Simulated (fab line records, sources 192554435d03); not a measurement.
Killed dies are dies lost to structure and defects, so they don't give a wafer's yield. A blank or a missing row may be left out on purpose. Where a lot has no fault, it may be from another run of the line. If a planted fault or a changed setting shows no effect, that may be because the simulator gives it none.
Split-lot trial ; flow n5Finfet ; 39 wafers read across 7 lots, on a route 1938 steps long

ON THE SPLIT
At N5_BEOL_M4_DESCUM_16 (chemistry O2, time 7 s), the setting timeS was moved away from the recipe's 7 s on 18 of the 39 wafers read, by -33.7% to +44.4%. This setting was run at the recipe's value on the other wafers.

No step appears in the file between the split and the reading.

THE READING
CAR-EUV_of_BEOL_M4_COAT_05.thkNm (the simulator's own value, which no gauge read), in nm, at N5_BEOL_M4_ETCH_74 (etches underlayer in N2/H2, target depth 6.5 nm, time 5.2 s). The file does not state a usual value for it. The 21 wafers here that ran the recipe average 20.4 nm, standard deviation 0.093 nm.

wafer;tool, chamber at the split;timeS as run, s;against the recipe;CAR-EUV_of_BEOL_M4_COAT_05.thkNm, nm;against lot-mates on the recipe
L076.1;rieDiel-06, 3;7;recipe;20.4;-
L076.2;rieDiel-06, 0,1;7;recipe;20.4;-
L076.3;rieDiel-06, 2,0;5.025;-28.2%;21.4;+1.1
L076.5;rieDiel-06, 2,0;5.025;-28.2%;21.4;+1.1
L076.6;rieDiel-06, 1;5.025;-28.2%;21.4;+1.1
L076.4;rieDiel-06, 0,1;7;recipe;20.2;-
L080.1;rieDiel-01, 1,0;7;recipe;20.4;-
L080.4;rieDiel-01, 1,0;7;recipe;20.4;-
L080.6;rieDiel-01, 1;7;recipe;20.4;-
L080.2;rieDiel-01, 2,0,2;8.375;+19.6%;19.6;-0.8
L080.5;rieDiel-01, 2,0,2;8.375;+19.6%;19.6;-0.8
L080.3;rieDiel-01, 2,0,2;8.375;+19.6%;19.8;-0.6
L082.1;rieDiel-05, 3,1;4.639;-33.7%;21.6;+1.1
L082.3;rieDiel-05, 3,1;4.639;-33.7%;21.6;+1.1
L082.4;rieDiel-05, 3;4.639;-33.7%;21.6;+1.1
L082.2;rieDiel-05, 0,1;7;recipe;20.4;-
L082.5;rieDiel-05, 0;7;recipe;20.4;-
L082.6;rieDiel-05, 0,1;7;recipe;20.6;-
L085.2;rieDiel-06, 1,3,1;7;recipe;20.2;-
L085.4;rieDiel-06, 1,3,1;7;recipe;20.2;-
L085.5;rieDiel-06, 1,3,1;7;recipe;20.4;-
L088.1;rieDiel-01, 0,1;7;recipe;20.4;-
L088.2;rieDiel-01, 2;7;recipe;20.4;-
L088.5;rieDiel-01, 0,1;7;recipe;20.4;-
L088.3;rieDiel-01, 1,2;4.956;-29.2%;21.4;+1.0
L088.4;rieDiel-01, 3;4.956;-29.2%;21.4;+1.0
L088.6;rieDiel-01, 1,2;4.956;-29.2%;21.4;+1.0
L091.1;rieDiel-01, 3;10.11;+44.4%;19;-1.4
L091.2;rieDiel-01, 0;10.11;+44.4%;18.8;-1.6
L091.6;rieDiel-01, 0;10.11;+44.4%;18.8;-1.6
L091.3;rieDiel-01, 2,2,3;7;recipe;20.4;-
L091.4;rieDiel-01, 2,2,3;7;recipe;20.4;-
L091.5;rieDiel-01, 2,2,3;7;recipe;20.4;-
L097.1;rieDiel-06, 3,2,1;7;recipe;20.4;-
L097.4;rieDiel-06, 3,2,1;7;recipe;20.4;-
L097.2;rieDiel-06, 0,2;9.684;+38.3%;19.2;-1.1
L097.3;rieDiel-06, 1;9.684;+38.3%;19;-1.3
L097.5;rieDiel-06, 0,2;9.684;+38.3%;19;-1.3
L097.6;rieDiel-06, 3,2,1;7;recipe;20.2;-
When a row names more than one chamber, that row covers several wafers, and the file does not tell which wafer ran in which chamber.

FIT RESULTS
A straight line over all 39 wafers: CAR-EUV_of_BEOL_M4_COAT_05.thkNm changes by -0.035 nm for each +1% of timeS; r = -0.99; the points scatter about the line by 0.087 nm.
The same after taking each lot's own level away (the mean of its wafers on the recipe; 39 wafers): -0.0346 nm for each +1%; r = -1.00; scatter 0.079 nm.
That fit puts the effect of the largest move of timeS on the reading at 1.5 nm.
The lots' own levels span 20.27 to 20.47 nm, that is 2.1 times the standard deviation above.
So the lot-to-lot level changes the slope little: the two slopes agree.
Check: with one of the wafers moved furthest among these (+44.4%) left out of the fit, the line predicts -1.55 nm for it against its lot-mates. Against them it came out at -1.4 nm.

ADDITIONAL SPLITS CARRIED BY THESE WAFERS
Before the reading, these wafers also passed through other splits. Each is held against what the fit with the lots' levels taken away leaves over:
other split on the same wafers;wafers away from the commonest value;r with CAR-EUV_of_BEOL_M4_COAT_05.thkNm (lot level and that fit taken away)
N5_BEOL_M1_TRENCH_ETCH_37 targetDepthA;9;-0.18

THE WHOLE CHAIN: every reading that the file lists as answering this split, in the file's order
step;what it does;reading;change (the file's fit);r (the file's)
N5_BEOL_M4_DESCUM_16;chemistry O2, time 7 s;CAR-EUV_of_BEOL_M4_COAT_05.thkNm (the simulator's own value, which no gauge read);-0.0343 nm for each +1% of the setting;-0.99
N5_BEOL_M4_ETCH_74;etches underlayer in N2/H2, target depth 6.5 nm, time 5.2 s;CAR-EUV_of_BEOL_M4_COAT_05.thkNm (the simulator's own value, which no gauge read);-0.0346 nm for each +1% of the setting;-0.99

FILE'S OWN FIT
CAR-EUV_of_BEOL_M4_COAT_05.thkNm changes by -0.0346 nm for each +1% of timeS, r = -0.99.
